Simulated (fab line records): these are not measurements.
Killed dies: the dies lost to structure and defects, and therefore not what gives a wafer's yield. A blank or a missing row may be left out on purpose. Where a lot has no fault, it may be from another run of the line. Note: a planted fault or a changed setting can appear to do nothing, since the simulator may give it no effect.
fab line records    flow n5_finfet
[record] lots = 24  wafers = 72  last_day = 18
route steps=1938 shown BEOL_M6@1198 BEOL_M7@1265
lots untouched by any fault: they come from a run of this same line in which no faults occurred
start_h: start of the lot's first displayed wafer, in hours after the record's first day    wait_h: time in hours since the lot's previous step    " repeats the value in the row above    L1.1+2: several wafers, shown together as one row    - no value present, or no start provided    * or withheld: withheld    < > ~ a bound
route shown NAME@n: NAME is a module with steps in the file, n the number in the route of the first one    usual: mean/standard deviation of fault-free wafers    same: alike in all rows    chamber/n: place in a boat    sites: the reading at each site    _std_site: the standard deviation of these    _edge_site: the outer-site mean with the inner-site mean subtracted    radius_mm: how far each site lies from the wafer's centre    mask NAME#n: copy n    behind: the tool/chamber that last shaped the wafer    hold: reason for holding the lot/hours on hold/outcome of the hold    device: transistor that didn't switch, given as n, p or np    end of line: at the end of the route, the tests of the same wafers    step lacking rows: just its recipe    killed: not the wafer's yield, but the dies lost to structure and defects at the first sort    map: the dies of a wafer, with x for killed, . for not killed, _ for no die there
set.NAME: setting as actually run; set.NAME@STEP: the setting as run at that earlier step    model.NAME: the simulator's own value behind a step, which no gauge read
the route's steps for a sample of lots (tables are steps, rows are wafers)
services: the hour from which a tool's chamber was out of use, counted from the record's first day as start_h (under 0 if before that day), plus the number of hours and why
[[steps]]
[step N5_BEOL_M6_HM_DEP_02]
[recipe] material = TiN  target_thk_a = 200  temp_c = 25  chamber_pressure_pa = 0.49996
[usual] throttle_valve_pct = 30.0/1.2
lot.wafer  tool            chamber  start_h  wait_h  throttle_valve_pct
L075.3     pvd_sputter-01  -        177.18   1.3     29.2
L075.4     "               -        "        "       30.8
L075.6     "               -        "        "       32.6
L074.2     pvd_sputter-01  -        194.78   2.4     29.4
L074.5     "               -        "        "       29.2
L074.6     "               -        "        "       29.5
L076.1     pvd_sputter-03  -        194.79   2.3     28.4
L076.3     "               -        "        "       31.0
L076.5     "               -        "        "       31.3
L077.1     pvd_sputter-01  -        195.82   0.4     32.7
L077.2     "               -        "        "       30.9
L077.3     "               -        "        "       29.4
L078.1     pvd_sputter-02  -        207.18   0.0     29.0
L078.5     "               -        "        "       29.8
L078.6     "               -        "        "       29.6
L079.3     pvd_sputter-02  -        209.56   1.0     30.4
L079.5     "               -        "        "       29.9
L079.6     "               -        "        "       28.1
L080.3     pvd_sputter-02  -        216.82   0.1     30.5
L080.4     "               -        "        "       28.0
L080.6     "               -        "        "       30.1
L081.3     pvd_sputter-03  -        223.12   0.0     30.7
L081.4     "               -        "        "       30.7
L081.5     "               -        "        "       30.0
L082.2     pvd_sputter-03  -        223.22   0.1     29.7
L082.3     "               -        "        "       30.7
L082.6     "               -        "        "       30.4
L083.2     pvd_sputter-01  -        228.87   1.0     29.6
L083.5     "               -        "        "       29.6
L083.6     "               -        "        "       30.6
L084.1     pvd_sputter-01  -        240.93   1.3     29.7
L084.3     "               -        "        "       29.3
L084.5     "               -        "        "       29.2
L085.1     pvd_sputter-02  -        246.58   1.0     29.9
L085.3     "               -        "        "       28.0
L085.4     "               -        "        "       30.7
L086.2     pvd_sputter-01  -        255.32   1.6     29.2
L086.4     "               -        "        "       29.6
L086.5     "               -        "        "       30.3
L087.1     pvd_sputter-02  -        277.00   2.0     29.3
L087.4     "               -        "        "       28.3
L087.5     "               -        "        "       28.4
L088.2     pvd_sputter-01  -        280.64   1.0     29.6
L088.5     "               -        "        "       29.6
L088.6     "               -        "        "       30.5
L089.1     pvd_sputter-02  -        282.23   0.8     28.1
L089.4     "               -        "        "       30.4
L089.6     "               -        "        "       28.2
L090.2     pvd_sputter-03  -        285.02   1.2     31.0
L090.4     "               -        "        "       28.5
L090.5     "               -        "        "       30.8
L091.2     pvd_sputter-01  -        288.23   1.8     29.1
L091.5     "               -        "        "       30.7
L091.6     "               -        "        "       32.7
L093.1     pvd_sputter-02  -        299.85   1.0     29.6
L093.2     "               -        "        "       28.1
L093.6     "               -        "        "       28.1
L094.1     pvd_sputter-01  -        302.71   0.9     29.7
L094.4     "               -        "        "       30.7
L094.5     "               -        "        "       29.3
L092.4     pvd_sputter-01  -        305.85   2.3     32.5
L092.5     "               -        "        "       29.6
L092.6     "               -        "        "       30.7
L095.1     pvd_sputter-02  -        310.63   1.6     28.3
L095.3     "               -        "        "       29.6
L095.4     "               -        "        "       30.5
L096.3     pvd_sputter-02  -        319.76   1.2     27.9
L096.4     "               -        "        "       29.9
L096.6     "               -        "        "       28.1
L097.2     pvd_sputter-01  -        323.41   0.2     30.8
L097.3     "               -        "        "       29.6
L097.5     "               -        "        "       30.7
[step N5_BEOL_M6_CD_MEAS_28]
[recipe] target_cd_nm = 40  landing_energy_ev = 500  detector = se_inlens
[usual] cd_nm = 40.01/0.23
lot.wafer  tool       chamber  start_h  wait_h  cd_nm
L075.3     cd_sem-02  0        181.15   -       40.16
L075.4     "          0        "        "       40.41
L075.6     "          0        "        "       39.80
L074.2     cd_sem-01  0        196.17   -       39.74
L074.5     "          0        "        "       39.95
L074.6     "          0        "        "       39.77
L076.1     cd_sem-03  0        197.32   -       39.75
L076.3     "          0        "        "       40.38
L076.5     "          0        "        "       40.08
L077.1     cd_sem-01  0        197.97   -       39.95
L077.2     "          0        "        "       39.78
L077.3     "          0        "        "       39.85
L078.1     cd_sem-03  0        209.37   -       40.05
L078.5     "          0        "        "       39.64
L078.6     "          0        "        "       39.95
L079.3     cd_sem-02  0        211.94   -       39.80
L079.5     "          0        "        "       39.94
L079.6     "          0        "        "       39.95
L080.3     cd_sem-03  0        220.30   -       40.21
L080.4     "          0        "        "       39.94
L080.6     "          0        "        "       40.28
L081.3     cd_sem-02  0        225.12   -       39.84
L081.4     "          0        "        "       40.18
L081.5     "          0        "        "       40.39
L082.2     cd_sem-01  0        225.16   -       40.17
L082.3     "          0        "        "       40.21
L082.6     "          0        "        "       40.50
L083.2     cd_sem-02  0        230.28   -       39.80
L083.5     "          0        "        "       40.09
L083.6     "          0        "        "       39.83
L084.1     cd_sem-01  0        243.19   -       39.86
L084.3     "          0        "        "       40.16
L084.5     "          0        "        "       39.91
L085.1     cd_sem-03  0        248.79   -       40.48
L085.3     "          0        "        "       39.96
L085.4     "          0        "        "       40.13
L086.2     cd_sem-01  0        257.82   -       40.27
L086.4     "          0        "        "       40.15
L086.5     "          0        "        "       40.30
L087.1     cd_sem-01  0        280.03   -       40.03
L087.4     "          0        "        "       40.41
L087.5     "          0        "        "       40.05
L089.1     cd_sem-02  0        284.03   -       40.10
L089.4     "          0        "        "       40.22
L089.6     "          0        "        "       39.80
L088.2     cd_sem-01  0        284.08   -       39.83
L088.5     "          0        "        "       39.82
L088.6     "          0        "        "       39.97
L090.2     cd_sem-02  0        287.84   -       40.22
L090.4     "          0        "        "       40.79
L090.5     "          0        "        "       39.68
L091.2     cd_sem-02  0        290.43   -       40.17
L091.5     "          0        "        "       39.98
L091.6     "          0        "        "       40.00
L093.1     cd_sem-02  0        301.44   -       39.80
L093.2     "          0        "        "       40.05
L093.6     "          0        "        "       39.96
L094.1     cd_sem-02  0        306.69   -       39.93
L094.4     "          0        "        "       39.81
L094.5     "          0        "        "       39.73
L092.4     cd_sem-01  0        307.22   -       39.97
L092.5     "          0        "        "       40.11
L092.6     "          0        "        "       39.79
L095.1     cd_sem-03  0        314.33   -       39.87
L095.3     "          0        "        "       39.92
L095.4     "          0        "        "       39.86
L096.3     cd_sem-03  0        322.66   -       40.50
L096.4     "          0        "        "       40.28
L096.6     "          0        "        "       40.06
L097.2     cd_sem-02  0        324.89   -       39.63
L097.3     "          0        "        "       40.16
L097.5     "          0        "        "       39.92
[step N5_BEOL_M6_STRIP_36]
[recipe] chemistry = N2/H2  power_w = 450  temp_c = 40  pressure_mtorr = 20  rf_frequency_hz = 6e+07  overash_fraction = 0.3  bias_power_w = 7  h2_frac = 0.5  n2_flow_sccm = 200  h2_flow_sccm = 200
[usual] drypump_motor_current_A = 5.6/0.5  h2_flow_sccm = 200.1/0.61  oes_product_au = 0.82/0.081  rf_vpp_V = 59.4/1.5  showerhead_plenum_p_Torr = 2.56/0.086  throttle_valve_pct = 23.4/0.31
lot.wafer  tool         chamber  start_h  wait_h  drypump_motor_current_A  h2_flow_sccm  oes_product_au  rf_hours_counter_h  rf_vpp_V  showerhead_plenum_p_Torr  throttle_valve_pct
L075.3     rie_diel-06  3        181.64   0.0     6.6                      200.7         0.70            217                 58.3      2.60                      23.6
L075.4     "            3        "        "       6.6                      199.6         0.70            -                   58.7      2.60                      23.6
L075.6     "            1        "        "       5.1                      199.8         0.65            -                   56.3      2.49                      23.4
L074.2     rie_diel-02  3        197.16   0.0     5.8                      200.2         0.81            114                 59.6      2.56                      23.5
L074.5     "            2        "        "       5.3                      199.4         0.88            -                   59.1      2.69                      23.0
L074.6     "            3        "        "       5.8                      198.9         0.79            -                   58.2      2.56                      23.5
L076.1     rie_diel-05  2        198.27   0.0     5.6                      200.3         0.80            114                 56.8      2.55                      23.5
L076.3     "            1        "        "       4.8                      200.0         0.91            20                  57.7      2.48                      22.8
L076.5     "            1        "        "       4.9                      200.6         0.92            -                   61.8      2.48                      22.8
L077.1     rie_diel-02  2        199.19   0.0     5.3                      200.0         0.87            46                  58.5      2.68                      23.0
L077.2     "            3        "        "       5.8                      200.2         0.80            115                 59.2      2.56                      23.5
L077.3     "            1        "        "       6.0                      201.2         0.70            221                 59.7      2.62                      23.8
L078.1     rie_diel-05  1        209.73   0.0     4.8                      199.6         0.90            28                  56.1      2.48                      22.8
L078.5     "            1        "        "       4.8                      200.0         0.89            -                   58.8      2.48                      22.8
L078.6     "            0        "        "       5.2                      199.5         0.79            -                   57.8      2.45                      23.6
L079.3     rie_diel-02  1        212.97   0.0     6.1                      201.4         0.69            228                 59.2      2.61                      23.8
L079.5     "            1        "        "       6.1                      200.5         0.69            -                   61.5      2.61                      23.8
L079.6     "            0        "        "       5.7                      200.1         0.82            -                   60.3      2.46                      23.1
L080.3     rie_diel-05  1        221.27   0.0     4.9                      199.9         0.88            35                  60.4      2.48                      22.8
L080.4     "            3        "        "       5.4                      200.5         0.97            1                   59.4      2.51                      23.4
L080.6     "            3        "        "       5.4                      200.1         0.98            -                   55.8      2.50                      23.4
L081.3     rie_diel-02  0        225.47   0.0     5.7                      199.5         0.82            87                  59.9      2.46                      23.1
L081.4     "            2        "        "       5.3                      200.4         0.86            55                  58.6      2.68                      23.0
L081.5     "            3        "        "       5.8                      200.7         0.78            -                   57.9      2.55                      23.5
L082.2     rie_diel-02  2        225.95   0.0     5.4                      200.5         0.87            55                  58.5      2.68                      23.0
L082.3     "            3        "        "       5.8                      200.5         0.79            129                 60.3      2.55                      23.5
L082.6     "            2        "        "       5.3                      201.1         0.86            -                   58.4      2.68                      23.0
L083.2     rie_diel-06  3        230.64   0.0     6.7                      199.3         0.69            227                 59.3      2.59                      23.6
L083.5     "            3        "        "       6.6                      198.9         0.70            -                   59.4      2.59                      23.7
L083.6     "            2        "        "       6.4                      201.3         0.69            -                   59.4      2.39                      24.1
L084.1     rie_diel-05  3        243.55   0.0     5.4                      199.5         0.93            11                  59.5      2.50                      23.4
L084.3     "            2        "        "       5.6                      200.3         0.77            138                 61.9      2.54                      23.5
L084.5     "            2        "        "       5.6                      200.4         0.77            -                   61.4      2.54                      23.5
L085.1     rie_diel-02  0        249.14   0.0     5.7                      198.9         0.81            96                  57.8      2.45                      23.1
L085.3     "            2        "        "       5.3                      200.2         0.85            63                  56.8      2.68                      23.0
L085.4     "            1        "        "       6.0                      198.7         0.69            242                 58.0      2.61                      23.8
L086.2     rie_diel-02  2        258.18   0.0     5.4                      200.6         0.83            67                  59.7      2.68                      23.0
L086.4     "            0        "        "       5.7                      201.1         0.80            100                 59.2      2.45                      23.1
L086.5     "            3        "        "       5.8                      200.7         0.77            -                   58.7      2.55                      23.5
L087.1     rie_diel-05  0        280.38   0.0     5.2                      199.4         0.77            147                 59.2      2.44                      23.6
L087.4     "            1        "        "       4.8                      199.6         0.85            58                  58.5      2.47                      22.8
L087.5     "            1        "        "       4.8                      200.2         0.84            -                   60.4      2.47                      22.8
L089.1     rie_diel-02  0        284.39   0.0     5.7                      198.9         0.79            110                 60.2      2.45                      23.1
L089.4     "            0        "        "       5.7                      199.7         0.79            -                   60.7      2.45                      23.1
L089.6     "            3        "        "       5.8                      199.8         0.76            -                   56.0      2.54                      23.5
L088.2     rie_diel-06  0        284.44   0.0     5.0                      200.0         0.84            86                  60.8      2.68                      23.2
L088.5     "            3        "        "       6.6                      200.8         0.68            -                   60.0      2.58                      23.6
L088.6     "            0        "        "       5.0                      201.3         0.85            -                   59.0      2.68                      23.2
L090.2     rie_diel-06  3        288.31   0.0     6.6                      199.8         0.68            249                 60.2      2.58                      23.7
L090.4     "            1        "        "       5.1                      200.2         0.91            -                   58.5      2.48                      23.2
L090.5     "            0        "        "       5.0                      199.6         0.85            -                   58.0      2.68                      23.2
L091.2     rie_diel-02  2        290.78   0.0     5.3                      200.0         0.83            80                  61.1      2.67                      23.1
L091.5     "            2        "        "       5.3                      200.1         0.83            -                   61.1      2.67                      23.1
L091.6     "            1        "        "       6.0                      200.2         0.96            -                   61.3      2.60                      23.7
L093.1     rie_diel-05  0        301.80   0.0     5.3                      199.6         0.77            154                 58.3      2.44                      23.6
L093.2     "            3        "        "       5.4                      200.6         0.91            30                  59.7      2.49                      23.4
L093.6     "            1        "        "       4.9                      199.6         0.84            -                   59.9      2.47                      22.9
L094.1     rie_diel-02  1        307.12   0.0     6.0                      200.1         0.94            5                   62.1      2.60                      23.7
L094.4     "            2        "        "       5.4                      198.7         0.80            85                  59.9      2.67                      23.1
L094.5     "            1        "        "       6.0                      199.9         0.94            -                   58.7      2.60                      23.7
L092.4     rie_diel-02  1        307.66   0.0     6.0                      199.8         0.93            6                   58.4      2.60                      23.7
L092.5     "            2        "        "       5.3                      200.0         0.82            -                   62.3      2.67                      23.1
L092.6     "            1        "        "       6.0                      200.4         0.93            -                   58.9      2.60                      23.7
L095.1     rie_diel-05  3        314.69   0.0     5.4                      200.7         0.87            35                  59.7      2.49                      23.4
L095.3     "            0        "        "       5.3                      199.6         0.76            157                 58.0      2.43                      23.6
L095.4     "            1        "        "       4.8                      198.8         0.83            68                  59.7      2.46                      22.9
L096.3     rie_diel-06  3        323.01   0.0     6.6                      200.7         1.02            2                   59.3      2.58                      23.3
L096.4     "            2        "        "       6.4                      201.4         0.94            9                   60.5      2.70                      23.9
L096.6     "            1        "        "       5.1                      200.0         0.87            -                   59.9      2.48                      23.2
L097.2     rie_diel-06  1        325.46   0.0     5.1                      200.1         0.87            34                  59.0      2.48                      23.2
L097.3     "            0        "        "       5.0                      199.4         0.82            103                 64.1      2.67                      23.3
L097.5     "            2        "        "       6.5                      200.1         0.94            -                   59.9      2.70                      23.9
[step N5_BEOL_M6_DEGAS_44]
[recipe] ambient = vacuum  temp_c = 250  time_s = 60
[usual] heater_power_w = 348/16
lot.wafer  tool            chamber  start_h  wait_h  heater_power_w
L075.3     pvd_sputter-01  -        182.36   0.2     319
L075.4     "               -        "        "       345
L075.6     "               -        "        "       340
L074.2     pvd_sputter-02  -        198.41   0.8     356
L074.5     "               -        "        "       341
L074.6     "               -        "        "       354
L076.1     pvd_sputter-03  -        198.97   0.3     351
L076.3     "               -        "        "       372
L076.5     "               -        "        "       335
L077.1     pvd_sputter-03  -        199.90   0.3     332
L077.2     "               -        "        "       360
L077.3     "               -        "        "       342
L078.1     pvd_sputter-02  -        210.46   0.3     335
L078.5     "               -        "        "       360
L078.6     "               -        "        "       348
L079.3     pvd_sputter-01  -        213.73   0.2     385
L079.5     "               -        "        "       379
L079.6     "               -        "        "       337
L080.3     pvd_sputter-01  -        221.99   0.2     345
L080.4     "               -        "        "       331
L080.6     "               -        "        "       325
L081.3     pvd_sputter-02  -        226.24   0.2     347
L081.4     "               -        "        "       327
L081.5     "               -        "        "       342
L082.2     pvd_sputter-02  -        226.70   0.3     334
L082.3     "               -        "        "       350
L082.6     "               -        "        "       340
L083.2     pvd_sputter-03  -        231.90   0.4     331
L083.5     "               -        "        "       334
L083.6     "               -        "        "       375
L084.1     pvd_sputter-02  -        244.32   0.3     334
L084.3     "               -        "        "       350
L084.5     "               -        "        "       335
L085.1     pvd_sputter-03  -        250.21   0.5     336
L085.3     "               -        "        "       326
L085.4     "               -        "        "       371
L086.2     pvd_sputter-02  -        259.44   0.6     354
L086.4     "               -        "        "       344
L086.5     "               -        "        "       356
L087.1     pvd_sputter-01  -        281.70   0.8     333
L087.4     "               -        "        "       332
L087.5     "               -        "        "       380
L089.1     pvd_sputter-03  -        285.20   0.4     327
L089.4     "               -        "        "       373
L089.6     "               -        "        "       381
L088.2     pvd_sputter-02  -        285.21   0.2     334
L088.5     "               -        "        "       363
L088.6     "               -        "        "       356
L090.2     pvd_sputter-03  -        289.09   0.3     321
L090.4     "               -        "        "       346
L090.5     "               -        "        "       378
L091.2     pvd_sputter-03  -        292.23   0.7     376
L091.5     "               -        "        "       359
L091.6     "               -        "        "       337
L093.1     pvd_sputter-01  -        302.91   0.7     330
L093.2     "               -        "        "       388
L093.6     "               -        "        "       343
L094.1     pvd_sputter-03  -        308.40   0.4     376
L094.4     "               -        "        "       349
L094.5     "               -        "        "       343
L092.4     pvd_sputter-03  -        308.56   0.1     341
L092.5     "               -        "        "       352
L092.6     "               -        "        "       341
L095.1     pvd_sputter-02  -        315.65   0.5     348
L095.3     "               -        "        "       340
L095.4     "               -        "        "       330
L096.3     pvd_sputter-01  -        323.76   0.2     388
L096.4     "               -        "        "       347
L096.6     "               -        "        "       333
L097.2     pvd_sputter-03  -        326.31   0.3     339
L097.3     "               -        "        "       354
L097.5     "               -        "        "       358
[step N5_BEOL_M7_THK_MEAS_01]
[recipe] reads = SiCOH_lowk_of_BEOL_M7_ILD_DEP_00
[usual] M7_ILD_THK = 155.0/2.1
lot.wafer  tool           chamber  start_h  wait_h  M7_ILD_THK[nm]
L075.3     film_metro-01  -        184.81   0.3     153.2
L075.4     "              -        "        "       157.1
L075.6     "              -        "        "       156.4
L074.2     film_metro-02  -        200.57   0.4     155.5
L074.5     "              -        "        "       159.2
L074.6     "              -        "        "       158.3
L076.1     film_metro-02  -        202.43   0.4     154.0
L076.3     "              -        "        "       155.5
L076.5     "              -        "        "       156.8
L077.1     film_metro-02  -        202.66   0.4     152.1
L077.2     "              -        "        "       155.5
L077.3     "              -        "        "       152.1
L078.1     film_metro-01  -        214.27   0.4     152.8
L078.5     "              -        "        "       156.8
L078.6     "              -        "        "       156.9
L079.3     film_metro-02  -        216.13   0.3     155.8
L079.5     "              -        "        "       155.6
L079.6     "              -        "        "       155.9
L080.3     film_metro-02  -        224.40   0.3     154.8
L080.4     "              -        "        "       154.2
L080.6     "              -        "        "       154.9
L081.3     film_metro-02  -        228.88   0.3     153.9
L081.4     "              -        "        "       159.7
L081.5     "              -        "        "       156.5
L082.2     film_metro-01  -        229.68   0.4     153.6
L082.3     "              -        "        "       153.8
L082.6     "              -        "        "       157.2
L083.2     film_metro-01  -        234.24   0.4     153.7
L083.5     "              -        "        "       155.0
L083.6     "              -        "        "       154.5
L084.1     film_metro-01  -        247.19   0.4     154.1
L084.3     "              -        "        "       154.6
L084.5     "              -        "        "       155.1
L085.1     film_metro-02  -        253.14   0.4     155.3
L085.3     "              -        "        "       157.1
L085.4     "              -        "        "       153.6
L086.2     film_metro-01  -        261.98   0.4     153.2
L086.4     "              -        "        "       157.4
L086.5     "              -        "        "       155.8
L087.1     film_metro-01  -        284.01   0.4     152.2
L087.4     "              -        "        "       156.9
L087.5     "              -        "        "       153.2
L089.1     film_metro-01  -        288.53   0.4     151.6
L089.4     "              -        "        "       153.6
L089.6     "              -        "        "       158.2
L088.2     film_metro-01  -        288.73   0.4     152.2
L088.5     "              -        "        "       154.8
L088.6     "              -        "        "       156.3
L090.2     film_metro-01  -        293.04   0.4     153.9
L090.4     "              -        "        "       154.9
L090.5     "              -        "        "       154.1
L091.2     film_metro-01  -        295.95   0.4     153.6
L091.5     "              -        "        "       157.4
L091.6     "              -        "        "       157.6
L093.1     film_metro-01  -        305.28   0.5     155.0
L093.2     "              -        "        "       152.8
L093.6     "              -        "        "       154.5
L094.1     film_metro-01  -        311.55   0.4     155.2
L094.4     "              -        "        "       159.1
L094.5     "              -        "        "       156.6
L092.4     film_metro-01  -        311.90   0.4     156.5
L092.5     "              -        "        "       154.8
L092.6     "              -        "        "       157.7
L095.1     film_metro-01  -        318.11   0.4     151.3
L095.3     "              -        "        "       153.5
L095.4     "              -        "        "       157.0
L096.3     film_metro-02  -        326.89   0.3     155.3
L096.4     "              -        "        "       154.0
L096.6     "              -        "        "       154.6
L097.2     film_metro-01  -        330.24   0.4     155.6
L097.3     "              -        "        "       152.1
L097.5     "              -        "        "       157.7
[step N5_BEOL_M7_ETCH_61]
[recipe] chemistry = CF4  target = SiARC  target_depth_a = 455  mask_material = CAR-ArF  time_s = 75.8  ion_energy_ev = 80  pressure_mtorr = 40  source_w = 545  bias_w = 36  Ar_flow_sccm = 100  cf4_flow_sccm = 100  ends = cleared
[usual] drypump_motor_current_A = 5.6/0.46  etch_rf_on_time_s = 75.1/1.7  oes_product_au = 0.69/0.083  rf_vpp_V = 183.9/1.1  showerhead_plenum_p_Torr = 2.12/0.069  throttle_valve_pct = 15.46/0.24
lot.wafer  tool         chamber  start_h  wait_h  drypump_motor_current_A  etch_rf_on_time_s  oes_product_au  rf_hours_counter_h  rf_vpp_V  showerhead_plenum_p_Torr  throttle_valve_pct
L075.3     rie_diel-03  1        186.29   0.0     6.3                      76.4               0.59            243                 184.7     2.19                      16.03
L075.4     "            3        "        "       5.7                      76.9               0.58            239                 183.2     2.13                      15.85
L075.6     "            0        "        "       6.0                      75.7               0.58            -                   183.4     2.10                      15.48
L074.2     rie_diel-03  2        201.29   0.0     5.1                      73.6               0.81            10                  185.3     2.19                      15.23
L074.5     "            1        "        "       6.3                      75.0               0.59            -                   184.7     2.19                      16.02
L074.6     "            0        "        "       6.0                      74.7               0.58            -                   183.5     2.10                      15.48
L076.1     rie_diel-01  1        203.55   0.0     5.8                      73.1               0.73            80                  183.3     2.09                      15.35
L076.3     "            0        "        "       5.0                      77.5               0.80            12                  183.7     2.11                      15.20
L076.5     "            1        "        "       5.8                      73.6               0.73            -                   183.5     2.09                      15.37
L077.1     rie_diel-04  3        203.96   0.0     5.1                      75.2               0.60            211                 183.8     2.04                      15.56
L077.2     "            1        "        "       5.7                      74.4               0.64            146                 181.9     1.97                      15.38
L077.3     "            0        "        "       5.8                      74.6               0.59            247                 184.8     2.10                      15.91
L078.1     rie_diel-03  2        215.33   0.0     5.0                      73.2               0.80            14                  184.3     2.18                      15.25
L078.5     "            0        "        "       6.0                      74.7               0.58            -                   182.5     2.10                      15.51
L078.6     "            3        "        "       5.7                      76.4               0.57            -                   183.5     2.12                      15.87
L079.3     rie_diel-04  2        217.00   0.0     6.2                      76.6               0.73            57                  185.2     2.18                      15.14
L079.5     "            3        "        "       5.2                      74.8               0.60            -                   182.9     2.04                      15.58
L079.6     "            0        "        "       5.8                      74.5               0.59            -                   184.7     2.10                      15.90
L080.3     rie_diel-04  0        226.46   0.0     5.8                      76.4               0.59            253                 183.7     2.10                      15.93
L080.4     "            3        "        "       5.1                      75.8               0.59            217                 181.2     2.04                      15.57
L080.6     "            3        "        "       5.2                      75.7               0.59            -                   181.3     2.04                      15.57
L081.3     rie_diel-01  2        230.17   0.0     5.2                      75.7               0.65            148                 183.0     2.06                      15.57
L081.4     "            1        "        "       5.8                      73.6               0.71            88                  183.7     2.09                      15.37
L081.5     "            1        "        "       5.8                      73.6               0.71            -                   182.3     2.09                      15.36
L082.2     rie_diel-01  0        230.69   0.0     5.0                      77.4               0.77            22                  182.4     2.10                      15.22
L082.3     "            2        "        "       5.2                      76.2               0.66            148                 183.5     2.06                      15.57
L082.6     "            1        "        "       5.8                      73.9               0.72            -                   182.5     2.09                      15.37
L083.2     rie_diel-04  3        236.15   0.0     5.2                      74.0               0.60            221                 183.4     2.04                      15.58
L083.5     "            3        "        "       5.1                      74.3               0.60            -                   182.1     2.04                      15.58
L083.6     "            2        "        "       6.2                      76.5               0.72            -                   184.5     2.18                      15.18
L084.1     rie_diel-03  3        249.96   0.0     5.7                      76.6               0.56            262                 183.1     2.12                      15.89
L084.3     "            2        "        "       5.0                      74.7               0.76            30                  183.8     2.18                      15.28
L084.5     "            3        "        "       5.7                      76.9               0.57            -                   183.9     2.12                      15.91
L085.1     rie_diel-03  3        255.84   0.0     5.7                      77.2               0.56            265                 183.1     2.12                      15.90
L085.3     "            2        "        "       5.0                      74.7               0.76            32                  184.0     2.18                      15.29
L085.4     "            3        "        "       5.7                      76.4               0.56            -                   183.1     2.12                      15.91
L086.2     rie_diel-03  1        264.55   0.0     6.3                      72.7               0.79            14                  184.4     2.19                      15.57
L086.4     "            1        "        "       6.3                      72.6               0.79            -                   184.4     2.19                      15.61
L086.5     "            2        "        "       5.0                      74.2               0.75            -                   183.3     2.18                      15.31
L087.1     rie_diel-01  1        285.65   0.0     5.8                      74.4               0.70            109                 183.9     2.08                      15.40
L087.4     "            3        "        "       5.6                      77.5               0.63            187                 185.2     2.23                      15.57
L087.5     "            0        "        "       4.9                      77.9               0.75            -                   184.2     2.10                      15.25
L089.1     rie_diel-03  1        289.51   0.0     6.3                      72.6               0.76            23                  185.2     2.18                      15.60
L089.4     "            3        "        "       5.7                      72.5               0.83            3                   184.2     2.11                      15.41
L089.6     "            2        "        "       5.0                      74.7               0.74            -                   185.3     2.17                      15.31
L088.2     rie_diel-01  0        289.73   0.0     4.9                      78.1               0.74            36                  183.1     2.10                      15.25
L088.5     "            3        "        "       5.6                      78.1               0.62            -                   185.1     2.22                      15.57
L088.6     "            0        "        "       4.9                      77.8               0.75            -                   184.6     2.10                      15.24
L090.2     rie_diel-03  1        295.20   0.0     6.3                      73.5               0.75            24                  184.8     2.18                      15.62
L090.4     "            0        "        "       6.0                      72.4               0.82            12                  183.1     2.09                      15.02
L090.5     "            2        "        "       5.0                      75.3               0.73            -                   185.5     2.17                      15.33
L091.2     rie_diel-01  0        298.07   0.0     5.0                      78.1               0.74            39                  184.9     2.10                      15.25
L091.5     "            2        "        "       5.2                      76.3               0.64            -                   182.8     2.06                      15.64
L091.6     "            1        "        "       5.8                      74.8               0.69            -                   183.2     2.08                      15.43
L093.1     rie_diel-04  2        308.15   0.0     6.2                      77.4               0.70            87                  183.9     2.17                      15.21
L093.2     "            3        "        "       5.2                      73.7               0.58            243                 182.8     2.03                      15.62
L093.6     "            1        "        "       5.7                      75.1               0.63            -                   182.6     1.96                      15.45
L094.1     rie_diel-04  1        312.51   0.0     5.7                      75.0               0.62            181                 181.5     1.96                      15.45
L094.4     "            2        "        "       6.2                      76.8               0.70            89                  184.3     2.17                      15.22
L094.5     "            2        "        "       6.2                      77.2               0.69            -                   186.7     2.17                      15.22
L092.4     rie_diel-03  3        312.64   0.0     5.7                      73.1               0.80            9                   183.6     2.11                      15.45
L092.5     "            0        "        "       6.0                      72.0               0.80            -                   183.6     2.09                      15.04
L092.6     "            1        "        "       6.3                      73.0               0.75            -                   185.2     2.18                      15.63
L095.1     rie_diel-03  1        320.28   0.0     6.3                      72.4               0.75            31                  185.3     2.18                      15.63
L095.3     "            0        "        "       6.0                      72.2               0.80            17                  184.7     2.09                      15.06
L095.4     "            2        "        "       5.0                      73.5               0.74            52                  185.5     2.17                      15.32
L096.3     rie_diel-01  2        329.26   0.0     5.2                      75.3               0.63            182                 183.8     2.05                      15.64
L096.4     "            0        "        "       4.9                      76.1               0.74            48                  183.4     2.10                      15.25
L096.6     "            0        "        "       4.9                      76.0               0.74            -                   184.4     2.10                      15.26
L097.2     rie_diel-04  1        332.00   0.0     5.7                      74.3               0.63            187                 182.5     1.96                      15.46
L097.3     "            0        "        "       5.8                      71.9               0.79            20                  182.4     2.09                      15.47
L097.5     "            2        "        "       6.2                      75.9               0.70            -                   185.5     2.16                      15.22
[[services]]
tool            chamber  start_h  hours  kind
rie_diel-06     2        168.37   33.9   repair
rie_diel-01     1        186.61   6.5    repair
rie_diel-06     -        195.13   28.1   pm
rie_diel-04     3        198.65   1.7    repair
rie_diel-03     1        213.86   -      clean
rie_diel-03     1        213.86   -      consumable_replace:focus_ring
rie_diel-03     1        213.86   20.2   scheduled_down
rie_diel-03     1        213.86   20.2   vent_cycle
rie_diel-01     1        218.33   2.2    repair
rie_diel-03     0        234.11   -      clean
rie_diel-03     0        234.11   -      consumable_replace:focus_ring
rie_diel-04     -        237.68   2.8    pm
rie_diel-05     -        250.18   0.4    repair
rie_diel-01     0        254.85   1.3    repair
rie_diel-02     1        268.76   -      clean
rie_diel-02     1        268.76   -      consumable_replace:focus_ring
rie_diel-02     1        268.76   20.5   scheduled_down
rie_diel-02     1        268.76   20.5   vent_cycle
rie_diel-01     0        269.55   3.6    repair
rie_diel-04     -        288.48   2.1    repair
rie_diel-01     1        305.80   8.6    repair
pvd_sputter-03  -        309.90   0.8    repair
rie_diel-05     2        325.98   13.5   repair
rie_diel-05     -        330.64   3.9    repair
[[key]]
fault none
